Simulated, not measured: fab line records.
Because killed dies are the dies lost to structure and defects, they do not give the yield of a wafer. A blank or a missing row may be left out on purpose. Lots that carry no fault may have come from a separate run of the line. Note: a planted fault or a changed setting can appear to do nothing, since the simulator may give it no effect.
Chamber matching :: flow n5-finfet :: 4 sister chambers for N5_SPACER0_ALD_00 on ald-sin-01
The step deposits SiOCN, target thk 3.5 nm, pulse time 3 s, purge time 2 s. 8 wafers are shown with their chamber, then 7 later ones without.

## WAFERS WITH THEIR CHAMBER
wafer: L077.4
chamber: 1
heater-power-w (W): 901
precursor-pulse-height-rel: 0.995

wafer: L079.2
chamber: 3
heater-power-w (W): 831
precursor-pulse-height-rel: 0.989

wafer: L079.6
chamber: 2
heater-power-w (W): 849
precursor-pulse-height-rel: 0.992

wafer: L080.3
chamber: 2
heater-power-w (W): 862
precursor-pulse-height-rel: 1.007

wafer: L080.5
chamber: 1
heater-power-w (W): 884
precursor-pulse-height-rel: 1.032

wafer: L080.6
chamber: 0
heater-power-w (W): 911
precursor-pulse-height-rel: 0.966

wafer: L081.1
chamber: 3
heater-power-w (W): 825
precursor-pulse-height-rel: 0.973

wafer: L081.3
chamber: 0
heater-power-w (W): 929
precursor-pulse-height-rel: 0.986

## WAFERS WHOSE CHAMBER IS MISSING
wafer: L081.6
heater-power-w (W): 927
precursor-pulse-height-rel: 1.033

wafer: L084.2
heater-power-w (W): 894
precursor-pulse-height-rel: 1.010

wafer: L084.4
heater-power-w (W): 932
precursor-pulse-height-rel: 0.981

wafer: L084.5
heater-power-w (W): 851
precursor-pulse-height-rel: 0.987

wafer: L093.3
heater-power-w (W): 849
precursor-pulse-height-rel: 1.030

wafer: L093.4
heater-power-w (W): 846
precursor-pulse-height-rel: 1.012

wafer: L093.6
heater-power-w (W): 949
precursor-pulse-height-rel: 0.988

## WHICH CHAMBER EACH WENT THROUGH
wafer: L081.6
from the rows above: can't be placed: 0 or 1
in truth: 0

wafer: L084.2
from the rows above: 1
in truth: 1

wafer: L084.4
from the rows above: 0
in truth: 0

wafer: L084.5
from the rows above: can't be placed: 2 or 3
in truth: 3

wafer: L093.3
from the rows above: can't be placed: 2 or 3
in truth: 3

wafer: L093.4
from the rows above: can't be placed: 2 or 3
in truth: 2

wafer: L093.6
from the rows above: 0
in truth: 0
Correctly placed: 3 of 7. Unplaceable from these rows: 4, with the true chamber sitting among the candidates in 4. Number placed wrongly: 0.
How it was worked out, from the rows above alone: a wafer's distance from a chamber is the root of the sum, over the readings, of the square of ((its reading less the chamber's mean) divided by the reading's scatter). The wafer belongs to the nearest chamber; if the next one is less than 2 further off, it can't be placed. The mean given for a chamber averages the wafers shown for that chamber. The scatter is the square root of a quotient: the sum, over the shown wafers, of each reading's squared deviation from its chamber's mean, divided by wafers minus chambers.
